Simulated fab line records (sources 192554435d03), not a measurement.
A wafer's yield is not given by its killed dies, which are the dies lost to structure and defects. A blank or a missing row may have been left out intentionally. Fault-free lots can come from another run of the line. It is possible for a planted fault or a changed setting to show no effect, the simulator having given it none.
fab line records | flow n5-finfet | part 2 of 2: steps 4 to 6 of 6
record: lots: 22 wafers: 66 last-day: 17
route steps=1938 shown BEOL_M4@1103 BEOL_M5@1115
lots that met no fault: taken from a fault-free run of the same line
start-h: the number of hours between the record's first day and the start of the first shown wafer of the lot | wait-h: how many hours have passed since the lot's step before this one | " unchanged from the row above | L1.1+2: one row covering several wafers at once | - no value present, or no start provided | * or withheld: withheld | < > ~ a bound
route shown NAME@n: names a module that has steps shown in the file, with the first one's number in the route | usual: average and standard deviation across the fault-free wafers | same: alike in all rows | chamber/n: place in a boat | sites: per-site readings | _std_site: standard deviation of those values | _edge_site: outer sites' mean less inner sites' | radius-mm: how far each site lies from the wafer's centre | mask NAME#n: copy n | behind: the most recent tool/chamber to have shaped the wafer | hold: why the lot went on hold/how many hours it stayed there/how the hold came to an end | device: transistor that didn't switch, given as n, p or np | end of line: the route-end tests of the same wafers | a step with no rows: only its recipe | killed: the dies lost at the first sort to structure and to defects; this is not the yield of the wafer | map: per-die view of a wafer (x killed, . not killed, _ where there is no die)
set.NAME: the run value of the setting; set.NAME@STEP: its run value at that earlier step | model.NAME: the simulator's own value behind a step, which no gauge read
a sample of lots followed through the steps of the route, with each step as a table and each wafer as a row
services: the hour from which a tool's chamber was out of use, counted from the record's first day as start-h (under 0 if before that day), plus the number of hours and why
== steps ==
step: N5_BEOL_M5_ETCH_72
recipe: chemistry: N2/H2 target: underlayer target-depth-a: 65 mask-material: CAR-EUV time-s: 5.2 ion-energy-ev: 200 pressure-mtorr: 30 source-w: 840 bias-w: 150 n2-flow-sccm: 200 h2-flow-sccm: 200 ends: cleared
usual: drypump-motor-current-A: 5.8/0.4 etch-rf-on-time-s: 5.18/0.086 oes-product-au: 0.67/0.06 rf-vpp-V: 524.2/2.1 showerhead-plenum-p-Torr: 2.55/0.062 throttle-valve-pct: 17.80/0.28
columns lot.wafer tool chamber start-h wait-h drypump-motor-current-A etch-rf-on-time-s oes-product-au rf-hours-counter-h rf-vpp-V showerhead-plenum-p-Torr throttle-valve-pct
L075.1 rie-diel-05 3 167.20 0.0 5.4 5.14 0.64 169 523.0 2.53 18.21
L075.4 " 0 " " 5.7 5.23 0.61 224 526.5 2.51 18.12
L075.5 " 3 " " 5.5 5.11 0.65 - 525.2 2.53 18.21
L074.1 rie-diel-03 3 174.22 0.0 6.2 5.23 0.77 34 527.3 2.60 17.65
L074.3 " 2 " " 5.5 5.20 0.63 144 524.9 2.55 17.91
L074.6 " 2 " " 5.5 5.12 0.64 - 524.7 2.55 17.88
L076.2 rie-diel-05 2 176.94 0.0 5.0 4.99 0.77 24 523.7 2.59 17.16
L076.3 " 3 " " 5.4 5.15 0.64 173 523.4 2.52 18.22
L076.6 " 3 " " 5.5 5.17 0.64 - 523.5 2.52 18.22
L077.3 rie-diel-05 0 184.46 0.0 5.7 5.28 0.59 229 522.8 2.51 18.15
L077.4 " 1 " " 6.2 5.29 0.68 98 525.5 2.56 18.13
L077.6 " 2 " " 5.0 5.05 0.76 - 525.0 2.59 17.15
L078.1 rie-diel-01 2 187.95 0.0 5.7 5.16 0.72 58 522.8 2.47 17.42
L078.3 " 1 " " 5.7 5.24 0.72 79 524.8 2.57 17.73
L078.5 " 0 " " 5.6 5.17 0.65 - 522.8 2.55 17.91
L079.1 rie-diel-05 2 199.38 0.0 5.0 5.01 0.76 31 524.4 2.59 17.17
L079.5 " 0 " " 5.7 5.21 0.59 - 524.0 2.50 18.18
L079.6 " 1 " " 6.2 5.19 0.68 - 522.9 2.56 18.12
L080.1 rie-diel-03 1 199.82 0.0 6.1 5.30 0.63 159 525.8 2.65 17.91
L080.4 " 3 " " 6.2 5.16 0.77 41 522.9 2.60 17.64
L080.6 " 2 " " 5.5 5.14 0.63 - 521.2 2.54 17.92
L081.4 rie-diel-03 2 215.53 0.0 5.5 5.06 0.64 156 524.7 2.54 17.93
L081.5 " 0 " " 6.2 5.21 0.66 - 521.4 2.45 17.54
L081.6 " 1 " " 6.1 5.25 0.63 - 525.3 2.65 17.90
L082.2 rie-diel-03 3 220.13 0.0 6.3 5.15 0.75 47 524.1 2.59 17.64
L082.3 " 1 " " 6.1 5.25 0.63 164 528.6 2.65 17.94
L082.6 " 2 " " 5.5 5.07 0.63 - 527.3 2.54 17.91
L084.1 rie-diel-03 0 238.59 0.0 6.2 5.18 0.66 139 521.7 2.44 17.57
L084.2 " 3 " " 6.3 5.17 0.75 52 524.5 2.59 17.68
L084.3 " 2 " " 5.5 5.16 0.64 162 524.1 2.54 17.92
L085.2 rie-diel-01 0 239.43 0.0 5.6 5.22 0.65 154 521.5 2.55 17.90
L085.3 " 1 " " 5.7 5.22 0.70 95 525.5 2.57 17.77
L085.4 " 3 " " 5.2 5.04 0.84 14 524.7 2.60 17.54
L086.2 rie-diel-01 1 240.38 0.0 5.8 5.22 0.69 96 525.3 2.57 17.79
L086.3 " 3 " " 5.1 5.11 0.81 15 525.9 2.60 17.53
L086.5 " 1 " " 5.7 5.19 0.70 - 524.5 2.57 17.78
L089.3 rie-diel-03 1 257.99 0.0 6.2 5.28 0.62 175 525.8 2.65 17.94
L089.5 " 0 " " 6.1 5.24 0.66 - 520.9 2.44 17.57
L089.6 " 3 " " 6.2 5.15 0.73 - 525.4 2.59 17.66
L088.1 rie-diel-05 3 261.57 0.0 5.4 5.22 0.62 195 523.2 2.52 18.25
L088.3 " 2 " " 5.0 4.97 0.75 47 526.3 2.58 17.20
L088.4 " 1 " " 6.2 5.27 0.68 - 523.0 2.55 18.17
L091.2 rie-diel-01 1 267.47 0.0 5.7 5.21 0.70 104 523.3 2.56 17.78
L091.5 " 0 " " 5.6 5.22 0.64 - 525.8 2.54 17.94
L091.6 " 3 " " 5.2 4.98 0.80 - 525.9 2.60 17.57
L092.1 rie-diel-03 3 272.45 0.0 6.2 5.25 0.71 66 527.0 2.59 17.70
L092.4 " 1 " " 6.2 5.24 0.61 - 526.4 2.64 17.95
L092.6 " 3 " " 6.2 5.17 0.73 - 524.7 2.59 17.69
L090.2 rie-diel-01 1 276.33 0.0 5.7 5.27 0.69 105 523.0 2.56 17.81
L090.5 " 0 " " 5.6 5.18 0.64 - 525.0 2.54 17.96
L090.6 " 1 " " 5.7 5.24 0.70 - 525.6 2.56 17.79
L093.3 rie-diel-03 0 295.77 0.0 6.2 5.27 0.63 166 520.8 2.43 17.61
L093.4 " 3 " " 6.2 5.24 0.71 78 525.3 2.58 17.71
L093.6 " 0 " " 6.2 5.31 0.64 - 521.9 2.43 17.63
L095.1 rie-diel-03 0 296.99 0.0 6.2 5.29 0.63 166 518.8 2.43 17.61
L095.2 " 3 " " 6.2 5.22 0.71 78 526.5 2.58 17.69
L095.4 " 1 " " 6.1 5.30 0.60 196 525.8 2.64 17.96
L094.1 rie-diel-03 1 298.95 0.0 6.1 5.22 0.61 197 524.7 2.64 17.97
L094.2 " 2 " " 5.4 5.09 0.62 174 523.4 2.54 17.97
L094.6 " 1 " " 6.2 5.22 0.61 - 527.0 2.64 17.97
L096.2 rie-diel-01 0 300.57 0.0 5.6 5.18 0.62 179 525.0 2.54 17.97
L096.4 " 3 " " 5.1 5.04 0.77 39 527.0 2.59 17.60
L096.5 " 3 " " 5.1 5.01 0.79 - 524.3 2.59 17.59
L097.1 rie-diel-01 1 301.07 0.0 5.8 5.24 0.68 116 525.1 2.56 17.82
L097.2 " 3 " " 5.1 5.10 0.77 40 523.6 2.59 17.58
L097.5 " 0 " " 5.6 5.17 0.62 - 524.5 2.54 17.96
step: N5_BEOL_M5_ETCH_62
recipe: chemistry: N2/H2 target: SOC target-depth-a: 750 overetch-a: 150 mask-material: SiARC temp-c: 40 time-s: 112.5 ion-energy-ev: 200 pressure-mtorr: 30 source-w: 840 bias-w: 150 n2-flow-sccm: 200 h2-flow-sccm: 200
usual: drypump-motor-current-A: 5.8/0.4 oes-product-au: 0.62/0.051 rf-vpp-V: 524.0/1.7 showerhead-plenum-p-Torr: 2.55/0.062 throttle-valve-pct: 17.75/0.28
columns lot.wafer tool chamber start-h wait-h drypump-motor-current-A oes-product-au rf-hours-counter-h rf-vpp-V showerhead-plenum-p-Torr throttle-valve-pct
L075.1 rie-diel-05 3 167.25 0.0 5.5 0.59 169 523.7 2.53 18.18
L075.4 " 0 " " 5.7 0.56 224 523.3 2.51 18.12
L075.5 " 3 " " 5.4 0.59 - 523.7 2.53 18.18
L074.1 rie-diel-03 3 174.26 0.0 6.2 0.72 34 525.8 2.60 17.59
L074.3 " 2 " " 5.5 0.60 144 525.6 2.55 17.86
L074.6 " 2 " " 5.5 0.58 - 524.4 2.55 17.86
L076.2 rie-diel-05 2 176.99 0.0 5.0 0.70 24 527.0 2.59 17.13
L076.3 " 3 " " 5.4 0.59 173 522.5 2.52 18.18
L076.6 " 3 " " 5.4 0.60 - 524.5 2.52 18.19
L077.3 rie-diel-05 0 184.50 0.0 5.7 0.55 229 522.3 2.51 18.11
L077.4 " 1 " " 6.3 0.64 98 523.6 2.56 18.11
L077.6 " 2 " " 5.0 0.71 - 524.1 2.59 17.13
L078.1 rie-diel-01 2 187.99 0.0 5.7 0.66 58 522.0 2.47 17.40
L078.3 " 1 " " 5.7 0.67 79 525.7 2.57 17.70
L078.5 " 0 " " 5.6 0.61 - 523.8 2.56 17.85
L079.1 rie-diel-05 2 199.43 0.0 5.0 0.69 31 525.6 2.59 17.14
L079.5 " 0 " " 5.7 0.55 - 521.6 2.50 18.13
L079.6 " 1 " " 6.2 0.63 - 523.8 2.56 18.12
L080.1 rie-diel-03 1 199.86 0.0 6.2 0.59 159 526.9 2.65 17.89
L080.4 " 3 " " 6.3 0.70 41 525.5 2.60 17.61
L080.6 " 2 " " 5.5 0.58 - 523.6 2.54 17.87
L081.4 rie-diel-03 2 215.57 0.0 5.4 0.58 156 523.3 2.54 17.88
L081.5 " 0 " " 6.2 0.62 - 521.0 2.45 17.51
L081.6 " 1 " " 6.1 0.59 - 524.9 2.65 17.88
L082.2 rie-diel-03 3 220.18 0.0 6.2 0.69 47 524.7 2.59 17.62
L082.3 " 1 " " 6.1 0.59 164 525.9 2.65 17.87
L082.6 " 2 " " 5.5 0.58 - 523.4 2.54 17.87
L084.1 rie-diel-03 0 238.64 0.0 6.2 0.62 139 519.6 2.44 17.52
L084.2 " 3 " " 6.3 0.69 52 525.0 2.59 17.62
L084.3 " 2 " " 5.5 0.58 162 524.0 2.54 17.91
L085.2 rie-diel-01 0 239.47 0.0 5.6 0.60 154 523.8 2.55 17.88
L085.3 " 1 " " 5.7 0.65 95 523.9 2.57 17.74
L085.4 " 3 " " 5.2 0.75 14 524.3 2.61 17.51
L086.2 rie-diel-01 1 240.43 0.0 5.7 0.65 96 524.3 2.57 17.74
L086.3 " 3 " " 5.2 0.75 15 525.8 2.60 17.52
L086.5 " 1 " " 5.7 0.65 - 523.3 2.57 17.73
L089.3 rie-diel-03 1 258.03 0.0 6.1 0.58 175 526.1 2.65 17.88
L089.5 " 0 " " 6.2 0.60 - 520.6 2.44 17.54
L089.6 " 3 " " 6.3 0.68 - 524.6 2.59 17.65
L088.1 rie-diel-05 3 261.62 0.0 5.4 0.58 195 523.9 2.51 18.21
L088.3 " 2 " " 5.0 0.68 47 524.3 2.58 17.14
L088.4 " 1 " " 6.2 0.62 - 524.1 2.55 18.15
L091.2 rie-diel-01 0 267.52 0.0 5.6 0.59 163 524.6 2.54 17.89
L091.5 " 3 " " 5.2 0.73 - 524.8 2.60 17.52
L091.6 " 0 " " 5.6 0.58 - 524.5 2.54 17.89
L092.1 rie-diel-03 3 272.50 0.0 6.3 0.67 66 524.9 2.59 17.64
L092.4 " 1 " " 6.1 0.57 - 526.2 2.64 17.90
L092.6 " 3 " " 6.3 0.67 - 526.0 2.59 17.65
L090.2 rie-diel-01 1 276.38 0.0 5.7 0.65 105 524.3 2.56 17.76
L090.5 " 0 " " 5.6 0.58 - 523.1 2.54 17.91
L090.6 " 1 " " 5.7 0.64 - 524.5 2.56 17.76
L093.3 rie-diel-03 0 295.82 0.0 6.2 0.60 166 522.1 2.43 17.57
L093.4 " 3 " " 6.2 0.66 78 525.3 2.58 17.67
L093.6 " 0 " " 6.2 0.60 - 520.5 2.43 17.57
L095.1 rie-diel-03 0 297.03 0.0 6.2 0.60 166 520.6 2.43 17.57
L095.2 " 3 " " 6.2 0.66 78 524.3 2.58 17.67
L095.4 " 1 " " 6.2 0.57 196 525.8 2.64 17.93
L094.1 rie-diel-03 1 298.99 0.0 6.2 0.57 197 526.7 2.64 17.91
L094.2 " 2 " " 5.5 0.57 174 523.2 2.53 17.92
L094.6 " 1 " " 6.2 0.57 - 525.1 2.64 17.93
L096.2 rie-diel-01 0 300.61 0.0 5.6 0.58 179 525.6 2.54 17.91
L096.4 " 3 " " 5.1 0.71 39 523.3 2.59 17.55
L096.5 " 3 " " 5.1 0.70 - 524.2 2.59 17.54
L097.1 rie-diel-01 1 301.12 0.0 5.7 0.63 116 525.3 2.56 17.75
L097.2 " 3 " " 5.2 0.71 40 524.0 2.59 17.54
L097.5 " 0 " " 5.6 0.58 - 523.0 2.54 17.93
step: N5_BEOL_M5_OVL_MEAS_29
recipe: points-per-wafer: 522
usual: V4_OVL: -0.1/0.7
columns lot.wafer tool chamber start-h wait-h V4_OVL[nm]
L075.1 overlay-02 0 168.13 0.0 1.2
L075.4 " 0 " " 0.1
L075.5 " 0 " " 1.4
L074.1 overlay-01 0 175.62 0.0 -0.2
L074.3 " 0 " " -0.2
L074.6 " 0 " " -0.5
L076.2 overlay-01 0 179.13 0.0 -1.3
L076.3 " 0 " " -0.1
L076.6 " 0 " " -0.9
L077.3 overlay-01 0 186.47 0.0 -1.0
L077.4 " 0 " " -1.5
L077.6 " 0 " " -0.8
L078.1 overlay-02 0 191.07 0.0 0.7
L078.3 " 0 " " 0.0
L078.5 " 0 " " 0.4
L079.1 overlay-02 0 201.99 0.0 -1.5
L079.5 " 0 " " -0.1
L079.6 " 0 " " -0.4
L080.1 overlay-02 0 202.16 0.0 -0.8
L080.4 " 0 " " -0.6
L080.6 " 0 " " -0.1
L081.4 overlay-02 0 219.28 0.0 -0.8
L081.5 " 0 " " -0.8
L081.6 " 0 " " -0.3
L082.2 overlay-01 0 222.80 0.0 1.5
L082.3 " 0 " " 0.8
L082.6 " 0 " " 0.6
L084.1 overlay-02 0 239.40 0.0 0.0
L084.2 " 0 " " 0.5
L084.3 " 0 " " -0.7
L085.2 overlay-01 0 240.50 0.0 -0.5
L085.3 " 0 " " -1.4
L085.4 " 0 " " -0.5
L086.2 overlay-01 0 241.26 0.0 0.2
L086.3 " 0 " " -0.5
L086.5 " 0 " " -0.1
L089.3 overlay-01 0 259.50 0.0 0.4
L089.5 " 0 " " -0.3
L089.6 " 0 " " 0.5
L088.1 overlay-02 0 262.47 0.0 -0.3
L088.3 " 0 " " 0.1
L088.4 " 0 " " 0.6
L091.2 overlay-02 0 268.35 0.0 -0.7
L091.5 " 0 " " 0.8
L091.6 " 0 " " 0.4
L092.1 overlay-01 0 274.34 0.0 -0.6
L092.4 " 0 " " -0.1
L092.6 " 0 " " 1.0
L090.2 overlay-01 0 277.33 0.0 -0.3
L090.5 " 0 " " 0.6
L090.6 " 0 " " 0.4
L093.3 overlay-01 0 298.36 0.0 -0.3
L093.4 " 0 " " -0.1
L093.6 " 0 " " -0.8
L095.1 overlay-02 0 298.40 0.0 -1.3
L095.2 " 0 " " 0.3
L095.4 " 0 " " -0.2
L094.1 overlay-01 0 300.04 0.0 0.5
L094.2 " 0 " " 0.0
L094.6 " 0 " " 0.5
L096.2 overlay-01 0 301.36 0.0 -0.2
L096.4 " 0 " " -0.5
L096.5 " 0 " " 0.0
L097.1 overlay-01 0 305.31 0.0 -1.2
L097.2 " 0 " " -0.2
L097.5 " 0 " " -0.3
== services ==
columns tool chamber start-h hours kind
cmp-02 - 144.15 2.5 repair
cmp-04 - 145.72 5.4 pm
cmp-04 - 153.98 1.3 repair
cmp-02 - 156.20 0.8 repair
cmp-01 - 167.41 5.2 pm
cmp-01 - 173.97 1.1 repair
rie-diel-01 3 177.08 - clean
rie-diel-01 3 177.08 - consumable-replace:focus-ring
rie-diel-01 3 177.08 12.5 scheduled-down
pecvd-03 - 181.09 1.8 repair
pecvd-03 - 199.99 14.6 pm
cmp-04 - 213.26 4.0 pm
cmp-04 - 218.03 3.4 repair
cmp-02 - 226.81 4.0 pm
cmp-02 - 232.15 6.3 pm
rie-diel-01 - 232.90 2.8 pm
cmp-04 - 242.97 1.0 repair
rie-diel-03 2 248.66 32.5 repair
cmp-04 - 250.39 14.2 pm
cmp-02 - 253.63 2.3 repair
rie-diel-05 - 255.94 4.4 repair
rie-diel-03 3 261.12 1.6 repair
rie-diel-05 - 265.35 34.4 repair
cmp-04 - 276.82 1.1 repair
